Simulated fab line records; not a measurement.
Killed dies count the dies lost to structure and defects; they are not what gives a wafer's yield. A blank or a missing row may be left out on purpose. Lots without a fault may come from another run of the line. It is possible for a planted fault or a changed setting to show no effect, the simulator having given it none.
Struck lot and sound lot, side by side ; flow nandHarc ; 17 out of 1302 route steps
Sound: the wafers L993.2, L993.3, L993.4. Struck: wafer L997.1. (L997.3 of the same lot was not struck and is left out.) The cause comes at the end.
Order at every step that has rows: each side's tool, ch and its chambers, its first start. Under that, the readings that differ: sound wafers ; struck wafers ; difference of the means ; sigmas: that difference in standard deviations of wafers without a fault.
alike: words and numbers the same on both sides, and readings whose means are apart by under 2 such deviations; not compared: readings that were withheld, readings missing a value for some wafer, numbers with overlapping values and no deviation given by the record, and bounds like >300 which may hide the same value.
Wherever a step has rows on one side only, a row that says differs or no value, or a row with sigmas, the two part there. When numbers do not overlap yet have no deviation, they are printed without sigmas and do not part them. Lack of a reading on every wafer of one side parts them only where that side has two or more wafers.

NHARC_A_M1_ETCH_35: etches the open film in N2/H2, target depth 40 nm, overetch 12 nm, time 43.94 s.
  sound on rieDiel-01 ch 0,1,3, day 27 18:06; struck on rieDiel-01 ch 2, day 29 11:14
reading;sound;struck;difference;sigmas
oesProductAu (a.u.);0.990 1.006 1.011;0.964;-0.038;-2
rfHoursCounterH (h);2.6 2.2 2.7;5.0;+2.5;
throttleValvePct (%);14.147 14.156 14.176;14.193;+0.033;+3
  alike: drypumpMotorCurrentA, rfVppV, showerheadPlenumPTorr
NHARC_A_M1_ETCH_15: etches the open film in C4F8/Ar, target depth 182.5 nm, time 91.2 s.
  sound: rieDiel-01 ch 1,2,3; struck: rieDiel-01 ch 1
reading;sound;struck;difference;sigmas
rfHoursCounterH (h);2.8 2.2 2.7;4.6;+2.0;
  alike: oesProductAu, rfVppV
NHARC_A_M1_CD_MEAS_16:
  sound on cdSem-02, day 27 18:19; struck on cdSem-01, day 29 11:26
  alike: cdNm
then, 3 steps without rows for these wafers: NHARC_A_M1_STRIP_18 (strips in N2/H2); NHARC_A_M1_ETCH_28 (etches the open film in CF4/N2, target depth 30 nm, time 72.99 s); NHARC_A_M1_STRIP_19 (strips in post etch residue remover, time 600 s).
NHARC_A_M1_DEGAS_29: time 60 s.
  sound on pvdSputter-01, day 27 19:02; struck on pvdSputter-02, day 29 12:09
  alike: heaterPowerW
then, 1 step without rows for these wafers: NHARC_A_M1_PRE_CLEAN_30 (time 30 s).
NHARC_A_M1_PVD_20: deposits TaN, target thk 5 nm, time 8.06 s.
  sound on pvdSputter-01; struck on pvdSputter-02
  alike: throttleValvePct
then, 3 steps without rows for these wafers: NHARC_A_M1_PVD_21 (deposits Cu, target thk 30 nm, time 20.49 s); NHARC_A_M1_ECD_22 (material Cu, target thk 400 nm); NHARC_A_M1_ANNEAL_31 (time 90 s).
NHARC_A_M1_CMP_23: polishes, t overpolish 20 s, target thk 154.34 nm.
  sound on cmp-03 ch 0,1,2, day 27 20:07; struck on cmp-02 ch 2, day 29 13:16
reading;sound;struck;difference;sigmas
timeToEndpointS (s);30 32 29;38;+8;+2
  alike: motorCurrentA
following that, these wafers have no rows for 1 step: NHARC_A_M1_SRD_25.
NHARC_A_M1_INSPECT_27:
  sound on defectInspect-02, day 27 20:37; struck on defectInspect-01, day 29 13:42
reading;sound;struck;difference;sigmas
rawDefectCount;376 355 324;4651;+4299;+39
NHARC_A_M1_PRE_CLEAN_32: time 12 s.
  sound on pecvd-01 ch 0,1, day 27 20:41; struck on pecvd-04 ch 1, day 29 13:46
reading;sound;struck;difference;sigmas
heaterPowerW (W);757 749 745;598;-152;-2
NHARC_END_SORT_01:
  the record has rows for the sound wafers here (prober-01 ch 0, day 29 03:38) and none for the struck ones

## WHERE THEY PART
First at NHARC_A_M1_ETCH_35; last, within this record, at NHARC_END_SORT_01.

WHY: what had been put in by the simulator
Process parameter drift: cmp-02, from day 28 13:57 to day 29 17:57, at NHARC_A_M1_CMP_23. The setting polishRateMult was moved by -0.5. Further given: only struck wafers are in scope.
